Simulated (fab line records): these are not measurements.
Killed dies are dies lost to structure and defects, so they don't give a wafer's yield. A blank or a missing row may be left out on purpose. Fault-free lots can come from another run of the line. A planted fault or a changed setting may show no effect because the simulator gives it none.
Which tool is to blame? / flow n5 finfet / 72 wafers from 24 lots sampled at 6 of the route's 1938 steps

== WHAT THE GAUGES READ, wafer by wafer ==
N5_BEOL_M4_INSPECT_30: inspects for defects (brightfield).
lot=L074; measured=day 8 14:50; on=defect inspect-02; raw defect count=323 272 213
lot=L075; measured=day 9 00:13; on=defect inspect-01; raw defect count=329 302 353
lot=L077; measured=day 9 02:14; on=defect inspect-01; raw defect count=563 483 516
lot=L076; measured=day 9 05:14; on=defect inspect-01; raw defect count=328 434 311
lot=L078; measured=day 9 07:23; on=defect inspect-02; raw defect count=402 365 285
lot=L079; measured=day 9 09:58; on=defect inspect-01; raw defect count=358 257 420
lot=L080; measured=day 9 19:08; on=defect inspect-02; raw defect count=355 480 333
lot=L081; measured=day 10 02:58; on=defect inspect-02; raw defect count=351 355 410
lot=L083; measured=day 12 04:14; on=defect inspect-02; raw defect count=441 513 409
lot=L084; measured=day 13 05:40; on=defect inspect-02; raw defect count=486 463 403
lot=L085; measured=day 13 09:07; on=defect inspect-02; raw defect count=268 293 348
lot=L086; measured=day 14 00:05; on=defect inspect-01; raw defect count=437 537 419
lot=L087; measured=day 14 08:17; on=defect inspect-02; raw defect count=235 269 338
lot=L088; measured=day 14 13:33; on=defect inspect-01; raw defect count=441 393 320
lot=L091; measured=day 14 20:49; on=defect inspect-01; raw defect count=392 370 444
lot=L090; measured=day 14 23:49; on=defect inspect-02; raw defect count=362 352 423
lot=L092; measured=day 15 00:05; on=defect inspect-01; raw defect count=466 253 418
lot=L094; measured=day 15 00:42; on=defect inspect-01; raw defect count=394 537 406
lot=L089; measured=day 15 00:58; on=defect inspect-02; raw defect count=413 389 597
lot=L093; measured=day 15 03:52; on=defect inspect-02; raw defect count=247 270 240
lot=L095; measured=day 15 07:53; on=defect inspect-01; raw defect count=483 381 324
lot=L082; measured=day 15 11:27; on=defect inspect-01; raw defect count=367 296 356
lot=L096; measured=day 15 12:46; on=defect inspect-02; raw defect count=439 361 353
lot=L097; measured=day 15 15:38; on=defect inspect-02; raw defect count=406 278 283

N5_BEOL_M5_THK_MEAS_01.
lot=L074; measured=day 9 05:39; on=film metro-01; M5_ILD_THK (nm)=119.7 119.0 121.9
lot=L075; measured=day 9 19:41; on=film metro-01; M5_ILD_THK (nm)=118.7 121.3 121.2
lot=L077; measured=day 10 05:52; on=film metro-02; M5_ILD_THK (nm)=118.7 121.2 121.9
lot=L076; measured=day 10 14:25; on=film metro-01; M5_ILD_THK (nm)=120.8 120.5 121.0
lot=L078; measured=day 11 00:53; on=film metro-02; M5_ILD_THK (nm)=124.3 123.0 122.5
lot=L079; measured=day 11 12:14; on=film metro-01; M5_ILD_THK (nm)=121.1 120.3 122.1
lot=L080; measured=day 11 18:25; on=film metro-01; M5_ILD_THK (nm)=122.0 122.4 124.4
lot=L081; measured=day 13 03:08; on=film metro-01; M5_ILD_THK (nm)=121.1 121.2 124.2
lot=L083; measured=day 14 00:35; on=film metro-01; M5_ILD_THK (nm)=119.7 120.5 122.8
lot=L084; measured=day 14 11:38; on=film metro-02; M5_ILD_THK (nm)=123.5 123.3 123.8
lot=L085; measured=day 14 14:02; on=film metro-02; M5_ILD_THK (nm)=119.5 119.7 121.7
lot=L086; measured=day 15 01:01; on=film metro-02; M5_ILD_THK (nm)=118.5 121.5 122.2
lot=L087; measured=day 15 12:02; on=film metro-02; M5_ILD_THK (nm)=119.2 121.6 121.6
lot=L088; measured=day 15 20:26; on=film metro-01; M5_ILD_THK (nm)=121.8 123.8 124.0
lot=L091; measured=day 16 17:49; on=film metro-01; M5_ILD_THK (nm)=119.9 120.1 121.5
lot=L090; measured=day 15 16:50; on=film metro-01; M5_ILD_THK (nm)=120.0 123.9 123.1
lot=L092; measured=day 17 02:53; on=film metro-02; M5_ILD_THK (nm)=119.6 119.0 123.0
lot=L094; measured=day 17 08:04; on=film metro-01; M5_ILD_THK (nm)=121.1 122.5 122.2
lot=L089; measured=day 17 08:51; on=film metro-02; M5_ILD_THK (nm)=118.9 118.5 119.8
lot=L093; measured=day 17 08:53; on=film metro-01; M5_ILD_THK (nm)=120.0 123.9 121.1
lot=L095; measured=day 16 09:44; on=film metro-01; M5_ILD_THK (nm)=124.5 122.8 123.7
lot=L082; measured=day 17 17:11; on=film metro-01; M5_ILD_THK (nm)=120.7 121.5 121.7
lot=L096; measured=day 17 18:20; on=film metro-02; M5_ILD_THK (nm)=120.6 122.0 122.1
lot=L097; measured=day 16 05:55; on=film metro-02; M5_ILD_THK (nm)=121.9 122.3 123.9

== WHAT TOOL EACH LOT RAN ON (gives the tool, then ch and the chambers of the sampled wafers, and finally the start) ==
lot=L074; N5_BEOL_M4_ETCH_74=rie diel-02 ch 0,1, day 8 13:59; N5_BEOL_M4_DESCUM_33=rie diel-02 ch 0,1,3, day 8 14:52; N5_BEOL_M4_DEGAS_44=pvd sputter-01, day 9 00:33; N5_BEOL_M4_ANNEAL_89=pvd sputter-02, day 9 02:11
lot=L075; N5_BEOL_M4_ETCH_74=rie diel-02 ch 0,1,2, day 8 23:23; N5_BEOL_M4_DESCUM_33=rie diel-02 ch 0,1,2, day 9 00:31; N5_BEOL_M4_DEGAS_44=pvd sputter-02, day 9 14:29; N5_BEOL_M4_ANNEAL_89=pvd sputter-02, day 9 16:08
lot=L077; N5_BEOL_M4_ETCH_74=rie diel-05 ch 0,2,3, day 9 01:18; N5_BEOL_M4_DESCUM_33=rie diel-04 ch 0,2, day 9 02:16; N5_BEOL_M4_DEGAS_44=pvd sputter-02, day 10 00:21; N5_BEOL_M4_ANNEAL_89=pvd sputter-01, day 10 01:51
lot=L076; N5_BEOL_M4_ETCH_74=rie diel-02 ch 0,2,3, day 9 04:19; N5_BEOL_M4_DESCUM_33=rie diel-02 ch 0,2,3, day 9 05:17; N5_BEOL_M4_DEGAS_44=pvd sputter-02, day 10 08:56; N5_BEOL_M4_ANNEAL_89=pvd sputter-01, day 10 10:29
lot=L078; N5_BEOL_M4_ETCH_74=rie diel-04 ch 0,2,3, day 9 06:34; N5_BEOL_M4_DESCUM_33=rie diel-02 ch 0,2,3, day 9 07:26; N5_BEOL_M4_DEGAS_44=pvd sputter-02, day 10 18:21; N5_BEOL_M4_ANNEAL_89=pvd sputter-01, day 10 20:01
lot=L079; N5_BEOL_M4_ETCH_74=rie diel-02 ch 0,1,3, day 9 09:02; N5_BEOL_M4_DESCUM_33=rie diel-04 ch 0,2,3, day 9 10:00; N5_BEOL_M4_DEGAS_44=pvd sputter-02, day 11 04:59; N5_BEOL_M4_ANNEAL_89=pvd sputter-01, day 11 08:18
lot=L080; N5_BEOL_M4_ETCH_74=rie diel-05 ch 0,2, day 9 18:11; N5_BEOL_M4_DESCUM_33=rie diel-05 ch 0,3, day 9 19:10; N5_BEOL_M4_DEGAS_44=pvd sputter-02, day 11 13:18; N5_BEOL_M4_ANNEAL_89=pvd sputter-02, day 11 14:50
lot=L081; N5_BEOL_M4_ETCH_74=rie diel-02 ch 0,1,2, day 10 02:07; N5_BEOL_M4_DESCUM_33=rie diel-04 ch 0,1, day 10 03:00; N5_BEOL_M4_DEGAS_44=pvd sputter-02, day 12 21:52; N5_BEOL_M4_ANNEAL_89=pvd sputter-01, day 12 23:29
lot=L083; N5_BEOL_M4_ETCH_74=rie diel-02 ch 0,1,3, day 12 03:18; N5_BEOL_M4_DESCUM_33=rie diel-02 ch 1,2,3, day 12 04:23; N5_BEOL_M4_DEGAS_44=pvd sputter-01, day 13 19:38; N5_BEOL_M4_ANNEAL_89=pvd sputter-02, day 13 21:09
lot=L084; N5_BEOL_M4_ETCH_74=rie diel-02 ch 0,3, day 13 04:50; N5_BEOL_M4_DESCUM_33=rie diel-04 ch 0,1,3, day 13 05:43; N5_BEOL_M4_DEGAS_44=pvd sputter-02, day 14 06:37; N5_BEOL_M4_ANNEAL_89=pvd sputter-01, day 14 08:12
lot=L085; N5_BEOL_M4_ETCH_74=rie diel-04 ch 0,1,3, day 13 08:12; N5_BEOL_M4_DESCUM_33=rie diel-05 ch 2,3, day 13 09:09; N5_BEOL_M4_DEGAS_44=pvd sputter-02, day 14 06:56; N5_BEOL_M4_ANNEAL_89=pvd sputter-03, day 14 10:12
lot=L086; N5_BEOL_M4_ETCH_74=rie diel-04 ch 0,2,3, day 13 23:10; N5_BEOL_M4_DESCUM_33=rie diel-04 ch 0,3, day 14 00:07; N5_BEOL_M4_DEGAS_44=pvd sputter-02, day 14 19:25; N5_BEOL_M4_ANNEAL_89=pvd sputter-02, day 14 21:22
lot=L087; N5_BEOL_M4_ETCH_74=rie diel-02 ch 0,1, day 14 07:21; N5_BEOL_M4_DESCUM_33=rie diel-05 ch 0,1,3, day 14 08:19; N5_BEOL_M4_DEGAS_44=pvd sputter-02, day 15 06:53; N5_BEOL_M4_ANNEAL_89=pvd sputter-03, day 15 08:35
lot=L088; N5_BEOL_M4_ETCH_74=rie diel-04 ch 0,3, day 14 12:45; N5_BEOL_M4_DESCUM_33=rie diel-04 ch 1,2, day 14 13:39; N5_BEOL_M4_DEGAS_44=pvd sputter-03, day 15 13:42; N5_BEOL_M4_ANNEAL_89=pvd sputter-02, day 15 16:56
lot=L091; N5_BEOL_M4_ETCH_74=rie diel-04 ch 0,1,2, day 14 19:53; N5_BEOL_M4_DESCUM_33=rie diel-04 ch 1,2,3, day 14 20:54; N5_BEOL_M4_DEGAS_44=pvd sputter-01, day 16 12:48; N5_BEOL_M4_ANNEAL_89=pvd sputter-01, day 16 14:23
lot=L090; N5_BEOL_M4_ETCH_74=rie diel-05 ch 0,2, day 14 22:55; N5_BEOL_M4_DESCUM_33=rie diel-05 ch 0,2,3, day 14 23:52; N5_BEOL_M4_DEGAS_44=pvd sputter-02, day 15 10:34; N5_BEOL_M4_ANNEAL_89=pvd sputter-01, day 15 13:16
lot=L092; N5_BEOL_M4_ETCH_74=rie diel-05 ch 2,3, day 14 23:09; N5_BEOL_M4_DESCUM_33=rie diel-04 ch 0,1,3, day 15 00:07; N5_BEOL_M4_DEGAS_44=pvd sputter-03, day 16 21:57; N5_BEOL_M4_ANNEAL_89=pvd sputter-01, day 16 23:27
lot=L094; N5_BEOL_M4_ETCH_74=rie diel-04 ch 1,2, day 14 23:52; N5_BEOL_M4_DESCUM_33=rie diel-04 ch 0,2,3, day 15 00:44; N5_BEOL_M4_DEGAS_44=pvd sputter-01, day 17 00:52; N5_BEOL_M4_ANNEAL_89=pvd sputter-01, day 17 04:10
lot=L089; N5_BEOL_M4_ETCH_74=rie diel-05 ch 0,2,3, day 15 00:01; N5_BEOL_M4_DESCUM_33=rie diel-02 ch 0,1,2, day 15 00:59; N5_BEOL_M4_DEGAS_44=pvd sputter-02, day 17 03:38; N5_BEOL_M4_ANNEAL_89=pvd sputter-03, day 17 05:11
lot=L093; N5_BEOL_M4_ETCH_74=rie diel-02 ch 0,2, day 15 03:03; N5_BEOL_M4_DESCUM_33=rie diel-02 ch 0,2, day 15 03:54; N5_BEOL_M4_DEGAS_44=pvd sputter-02, day 17 03:43; N5_BEOL_M4_ANNEAL_89=pvd sputter-02, day 17 05:21
lot=L095; N5_BEOL_M4_ETCH_74=rie diel-02 ch 1,2, day 15 06:57; N5_BEOL_M4_DESCUM_33=rie diel-04 ch 0,3, day 15 07:55; N5_BEOL_M4_DEGAS_44=pvd sputter-01, day 16 04:20; N5_BEOL_M4_ANNEAL_89=pvd sputter-02, day 16 06:02
lot=L082; N5_BEOL_M4_ETCH_74=rie diel-05 ch 0,2, day 15 10:38; N5_BEOL_M4_DESCUM_33=rie diel-02 ch 0,2,3, day 15 11:29; N5_BEOL_M4_DEGAS_44=pvd sputter-01, day 17 11:32; N5_BEOL_M4_ANNEAL_89=pvd sputter-02, day 17 13:43
lot=L096; N5_BEOL_M4_ETCH_74=rie diel-02 ch 1,2,3, day 15 11:49; N5_BEOL_M4_DESCUM_33=rie diel-04 ch 1,2, day 15 12:47; N5_BEOL_M4_DEGAS_44=pvd sputter-01, day 17 11:46; N5_BEOL_M4_ANNEAL_89=pvd sputter-01, day 17 14:55
lot=L097; N5_BEOL_M4_ETCH_74=rie diel-02 ch 0,1,3, day 15 14:42; N5_BEOL_M4_DESCUM_33=rie diel-05 ch 0,2,3, day 15 15:40; N5_BEOL_M4_DEGAS_44=pvd sputter-03, day 16 00:55; N5_BEOL_M4_ANNEAL_89=pvd sputter-03, day 16 02:29
- N5_BEOL_M4_ETCH_74: etches underlayer in N2/H2, target depth 6.5 nm, time 5.2 s.
- N5_BEOL_M4_DESCUM_33: chemistry O2, time 7 s.
- N5_BEOL_M4_DEGAS_44: time 60 s.
- N5_BEOL_M4_ANNEAL_89: time 240 s.

== WHAT THE TOOLS THEMSELVES READ (means of the sampled wafers that have a number; where no wafer has one, the mark that the record gives instead) ==
N5_BEOL_M4_ETCH_74.
lot=L074; tool=rie diel-02; drypump motor current A (A)=5.6; etch rf on time s (s)=5.21; oes product au (a.u.)=0.62; rf vpp V (V)=522; showerhead plenum p Torr (Torr)=2.49; throttle valve pct (%)=17.81
lot=L075; tool=rie diel-02; drypump motor current A (A)=5.7; etch rf on time s (s)=5.24; oes product au (a.u.)=0.64; rf vpp V (V)=524; showerhead plenum p Torr (Torr)=2.58; throttle valve pct (%)=17.90
lot=L077; tool=rie diel-05; drypump motor current A (A)=6.2; etch rf on time s (s)=5.24; oes product au (a.u.)=0.66; rf vpp V (V)=525; showerhead plenum p Torr (Torr)=2.61; throttle valve pct (%)=18.01
lot=L076; tool=rie diel-02; drypump motor current A (A)=5.6; etch rf on time s (s)=5.28; oes product au (a.u.)=0.64; rf vpp V (V)=523; showerhead plenum p Torr (Torr)=2.51; throttle valve pct (%)=17.98
lot=L078; tool=rie diel-04; drypump motor current A (A)=5.5; etch rf on time s (s)=5.24; oes product au (a.u.)=0.67; rf vpp V (V)=526; showerhead plenum p Torr (Torr)=2.61; throttle valve pct (%)=17.92
lot=L079; tool=rie diel-02; drypump motor current A (A)=5.6; etch rf on time s (s)=5.25; oes product au (a.u.)=0.63; rf vpp V (V)=523; showerhead plenum p Torr (Torr)=2.50; throttle valve pct (%)=17.89
lot=L080; tool=rie diel-05; drypump motor current A (A)=6.0; etch rf on time s (s)=5.14; oes product au (a.u.)=0.65; rf vpp V (V)=524; showerhead plenum p Torr (Torr)=2.61; throttle valve pct (%)=18.11
lot=L081; tool=rie diel-02; drypump motor current A (A)=5.6; etch rf on time s (s)=5.28; oes product au (a.u.)=0.63; rf vpp V (V)=523; showerhead plenum p Torr (Torr)=2.58; throttle valve pct (%)=17.91
lot=L083; tool=rie diel-02; drypump motor current A (A)=5.7; etch rf on time s (s)=5.26; oes product au (a.u.)=0.61; rf vpp V (V)=521; showerhead plenum p Torr (Torr)=2.49; throttle valve pct (%)=17.94
lot=L084; tool=rie diel-02; drypump motor current A (A)=5.6; etch rf on time s (s)=5.38; oes product au (a.u.)=0.61; rf vpp V (V)=520; showerhead plenum p Torr (Torr)=2.42; throttle valve pct (%)=18.01
lot=L085; tool=rie diel-04; drypump motor current A (A)=5.6; etch rf on time s (s)=5.15; oes product au (a.u.)=0.75; rf vpp V (V)=525; showerhead plenum p Torr (Torr)=2.59; throttle valve pct (%)=17.88
lot=L086; tool=rie diel-04; drypump motor current A (A)=5.5; etch rf on time s (s)=5.13; oes product au (a.u.)=0.79; rf vpp V (V)=524; showerhead plenum p Torr (Torr)=2.59; throttle valve pct (%)=17.68
lot=L087; tool=rie diel-02; drypump motor current A (A)=5.7; etch rf on time s (s)=5.20; oes product au (a.u.)=0.59; rf vpp V (V)=524; showerhead plenum p Torr (Torr)=2.55; throttle valve pct (%)=17.90
lot=L088; tool=rie diel-04; drypump motor current A (A)=5.8; etch rf on time s (s)=5.10; oes product au (a.u.)=0.76; rf vpp V (V)=527; showerhead plenum p Torr (Torr)=2.66; throttle valve pct (%)=17.80
lot=L091; tool=rie diel-04; drypump motor current A (A)=5.6; etch rf on time s (s)=5.15; oes product au (a.u.)=0.76; rf vpp V (V)=526; showerhead plenum p Torr (Torr)=2.55; throttle valve pct (%)=17.77
lot=L090; tool=rie diel-05; drypump motor current A (A)=6.1; etch rf on time s (s)=5.22; oes product au (a.u.)=0.74; rf vpp V (V)=525; showerhead plenum p Torr (Torr)=2.59; throttle valve pct (%)=17.90
lot=L092; tool=rie diel-05; drypump motor current A (A)=6.3; etch rf on time s (s)=5.19; oes product au (a.u.)=0.65; rf vpp V (V)=525; showerhead plenum p Torr (Torr)=2.61; throttle valve pct (%)=17.94
lot=L094; tool=rie diel-04; drypump motor current A (A)=5.5; etch rf on time s (s)=5.18; oes product au (a.u.)=0.74; rf vpp V (V)=522; showerhead plenum p Torr (Torr)=2.47; throttle valve pct (%)=17.88
lot=L089; tool=rie diel-05; drypump motor current A (A)=6.2; etch rf on time s (s)=5.25; oes product au (a.u.)=0.69; rf vpp V (V)=525; showerhead plenum p Torr (Torr)=2.60; throttle valve pct (%)=17.93
lot=L093; tool=rie diel-02; drypump motor current A (A)=5.7; etch rf on time s (s)=5.22; oes product au (a.u.)=0.62; rf vpp V (V)=525; showerhead plenum p Torr (Torr)=2.57; throttle valve pct (%)=18.04
lot=L095; tool=rie diel-02; drypump motor current A (A)=5.8; etch rf on time s (s)=5.19; oes product au (a.u.)=0.62; rf vpp V (V)=526; showerhead plenum p Torr (Torr)=2.63; throttle valve pct (%)=18.00
lot=L082; tool=rie diel-05; drypump motor current A (A)=6.1; etch rf on time s (s)=5.20; oes product au (a.u.)=0.74; rf vpp V (V)=525; showerhead plenum p Torr (Torr)=2.59; throttle valve pct (%)=17.90
lot=L096; tool=rie diel-02; drypump motor current A (A)=5.7; etch rf on time s (s)=5.31; oes product au (a.u.)=0.61; rf vpp V (V)=524; showerhead plenum p Torr (Torr)=2.57; throttle valve pct (%)=18.05
lot=L097; tool=rie diel-02; drypump motor current A (A)=5.7; etch rf on time s (s)=5.24; oes product au (a.u.)=0.60; rf vpp V (V)=522; showerhead plenum p Torr (Torr)=2.48; throttle valve pct (%)=17.97

N5_BEOL_M4_DESCUM_33.
lot=L074; tool=rie diel-02; drypump motor current A (A)=5.7; oes product au (a.u.)=0.74; rf vpp V (V)=243.3; showerhead plenum p Torr (Torr)=2.06; throttle valve pct (%)=20.47
lot=L075; tool=rie diel-02; drypump motor current A (A)=5.7; oes product au (a.u.)=0.75; rf vpp V (V)=243.5; showerhead plenum p Torr (Torr)=2.12; throttle valve pct (%)=20.45
lot=L077; tool=rie diel-04; drypump motor current A (A)=5.4; oes product au (a.u.)=0.79; rf vpp V (V)=243.1; showerhead plenum p Torr (Torr)=2.12; throttle valve pct (%)=20.41
lot=L076; tool=rie diel-02; drypump motor current A (A)=5.6; oes product au (a.u.)=0.76; rf vpp V (V)=243.0; showerhead plenum p Torr (Torr)=2.06; throttle valve pct (%)=20.51
lot=L078; tool=rie diel-02; drypump motor current A (A)=5.6; oes product au (a.u.)=0.75; rf vpp V (V)=242.9; showerhead plenum p Torr (Torr)=2.06; throttle valve pct (%)=20.51
lot=L079; tool=rie diel-04; drypump motor current A (A)=5.5; oes product au (a.u.)=0.78; rf vpp V (V)=243.8; showerhead plenum p Torr (Torr)=2.15; throttle valve pct (%)=20.46
lot=L080; tool=rie diel-05; drypump motor current A (A)=6.4; oes product au (a.u.)=0.83; rf vpp V (V)=244.3; showerhead plenum p Torr (Torr)=2.14; throttle valve pct (%)=20.45
lot=L081; tool=rie diel-04; drypump motor current A (A)=5.9; oes product au (a.u.)=0.92; rf vpp V (V)=244.3; showerhead plenum p Torr (Torr)=2.16; throttle valve pct (%)=20.37
lot=L083; tool=rie diel-02; drypump motor current A (A)=5.7; oes product au (a.u.)=0.75; rf vpp V (V)=243.5; showerhead plenum p Torr (Torr)=2.12; throttle valve pct (%)=20.56
lot=L084; tool=rie diel-04; drypump motor current A (A)=5.6; oes product au (a.u.)=0.89; rf vpp V (V)=243.5; showerhead plenum p Torr (Torr)=2.13; throttle valve pct (%)=20.41
lot=L085; tool=rie diel-05; drypump motor current A (A)=6.3; oes product au (a.u.)=0.77; rf vpp V (V)=244.3; showerhead plenum p Torr (Torr)=2.15; throttle valve pct (%)=20.57
lot=L086; tool=rie diel-04; drypump motor current A (A)=5.4; oes product au (a.u.)=0.91; rf vpp V (V)=244.1; showerhead plenum p Torr (Torr)=2.17; throttle valve pct (%)=20.32
lot=L087; tool=rie diel-05; drypump motor current A (A)=6.1; oes product au (a.u.)=0.80; rf vpp V (V)=244.3; showerhead plenum p Torr (Torr)=2.17; throttle valve pct (%)=20.42
lot=L088; tool=rie diel-04; drypump motor current A (A)=5.4; oes product au (a.u.)=0.87; rf vpp V (V)=242.9; showerhead plenum p Torr (Torr)=2.03; throttle valve pct (%)=20.45
lot=L091; tool=rie diel-04; drypump motor current A (A)=5.3; oes product au (a.u.)=0.90; rf vpp V (V)=242.8; showerhead plenum p Torr (Torr)=2.07; throttle valve pct (%)=20.36
lot=L090; tool=rie diel-05; drypump motor current A (A)=6.2; oes product au (a.u.)=0.81; rf vpp V (V)=244.2; showerhead plenum p Torr (Torr)=2.14; throttle valve pct (%)=20.51
lot=L092; tool=rie diel-04; drypump motor current A (A)=5.6; oes product au (a.u.)=0.87; rf vpp V (V)=243.4; showerhead plenum p Torr (Torr)=2.12; throttle valve pct (%)=20.42
lot=L094; tool=rie diel-04; drypump motor current A (A)=5.5; oes product au (a.u.)=0.92; rf vpp V (V)=243.5; showerhead plenum p Torr (Torr)=2.13; throttle valve pct (%)=20.26
lot=L089; tool=rie diel-02; drypump motor current A (A)=5.7; oes product au (a.u.)=0.71; rf vpp V (V)=243.9; showerhead plenum p Torr (Torr)=2.10; throttle valve pct (%)=20.51
lot=L093; tool=rie diel-02; drypump motor current A (A)=5.6; oes product au (a.u.)=0.70; rf vpp V (V)=241.9; showerhead plenum p Torr (Torr)=2.04; throttle valve pct (%)=20.48
lot=L095; tool=rie diel-04; drypump motor current A (A)=5.4; oes product au (a.u.)=0.89; rf vpp V (V)=243.4; showerhead plenum p Torr (Torr)=2.16; throttle valve pct (%)=20.33
lot=L082; tool=rie diel-02; drypump motor current A (A)=5.6; oes product au (a.u.)=0.72; rf vpp V (V)=242.3; showerhead plenum p Torr (Torr)=2.05; throttle valve pct (%)=20.58
lot=L096; tool=rie diel-04; drypump motor current A (A)=5.3; oes product au (a.u.)=0.90; rf vpp V (V)=243.0; showerhead plenum p Torr (Torr)=2.03; throttle valve pct (%)=20.29
lot=L097; tool=rie diel-05; drypump motor current A (A)=6.2; oes product au (a.u.)=0.80; rf vpp V (V)=244.2; showerhead plenum p Torr (Torr)=2.14; throttle valve pct (%)=20.51

N5_BEOL_M4_DEGAS_44.
lot=L074; tool=pvd sputter-01; heater power w (W)=302
lot=L075; tool=pvd sputter-02; heater power w (W)=318
lot=L077; tool=pvd sputter-02; heater power w (W)=358
lot=L076; tool=pvd sputter-02; heater power w (W)=306
lot=L078; tool=pvd sputter-02; heater power w (W)=321
lot=L079; tool=pvd sputter-02; heater power w (W)=344
lot=L080; tool=pvd sputter-02; heater power w (W)=337
lot=L081; tool=pvd sputter-02; heater power w (W)=326
lot=L083; tool=pvd sputter-01; heater power w (W)=315
lot=L084; tool=pvd sputter-02; heater power w (W)=317
lot=L085; tool=pvd sputter-02; heater power w (W)=311
lot=L086; tool=pvd sputter-02; heater power w (W)=316
lot=L087; tool=pvd sputter-02; heater power w (W)=342
lot=L088; tool=pvd sputter-03; heater power w (W)=332
lot=L091; tool=pvd sputter-01; heater power w (W)=313
lot=L090; tool=pvd sputter-02; heater power w (W)=338
lot=L092; tool=pvd sputter-03; heater power w (W)=321
lot=L094; tool=pvd sputter-01; heater power w (W)=312
lot=L089; tool=pvd sputter-02; heater power w (W)=337
lot=L093; tool=pvd sputter-02; heater power w (W)=344
lot=L095; tool=pvd sputter-01; heater power w (W)=313
lot=L082; tool=pvd sputter-01; heater power w (W)=317
lot=L096; tool=pvd sputter-01; heater power w (W)=305
lot=L097; tool=pvd sputter-03; heater power w (W)=347

N5_BEOL_M4_ANNEAL_89.
lot=L074; tool=pvd sputter-02; heater power w (W)=866
lot=L075; tool=pvd sputter-02; heater power w (W)=758
lot=L077; tool=pvd sputter-01; heater power w (W)=762
lot=L076; tool=pvd sputter-01; heater power w (W)=750
lot=L078; tool=pvd sputter-01; heater power w (W)=800
lot=L079; tool=pvd sputter-01; heater power w (W)=757
lot=L080; tool=pvd sputter-02; heater power w (W)=789
lot=L081; tool=pvd sputter-01; heater power w (W)=787
lot=L083; tool=pvd sputter-02; heater power w (W)=849
lot=L084; tool=pvd sputter-01; heater power w (W)=772
lot=L085; tool=pvd sputter-03; heater power w (W)=870
lot=L086; tool=pvd sputter-02; heater power w (W)=848
lot=L087; tool=pvd sputter-03; heater power w (W)=836
lot=L088; tool=pvd sputter-02; heater power w (W)=867
lot=L091; tool=pvd sputter-01; heater power w (W)=806
lot=L090; tool=pvd sputter-01; heater power w (W)=748
lot=L092; tool=pvd sputter-01; heater power w (W)=780
lot=L094; tool=pvd sputter-01; heater power w (W)=751
lot=L089; tool=pvd sputter-03; heater power w (W)=810
lot=L093; tool=pvd sputter-02; heater power w (W)=832
lot=L095; tool=pvd sputter-02; heater power w (W)=815
lot=L082; tool=pvd sputter-02; heater power w (W)=825
lot=L096; tool=pvd sputter-01; heater power w (W)=793
lot=L097; tool=pvd sputter-03; heater power w (W)=803

== THE ANSWER, worked out from the rows above alone ==
Rule: what is usual is taken from the lots themselves. Put in order of their means at a reading, lots are off if they are a third of the lots or fewer, leave a main group of 4 or more, and stand apart from it by a gap of 3 or more times the standard deviation of the main group's means; of several such gaps the widest counts. The tables above print the reading to a certain number of digits; a main group whose means all agree to those digits is not used. A lot without any number at a reading at which 4 lots or more have one is off too. Any other lot the step has rows for is counted as sound. After the gauges, taken in route order, come the tools' own readings; for these a lot's mean is taken, as printed above. The first step at which some lot is off is used, and at that step the reading that is off furthest; a lot without a number counts as furthest.
No lot is off on any of the readings shown, so nothing can be concluded from this.

== WHAT THE SIMULATOR HAD INSERTED ==
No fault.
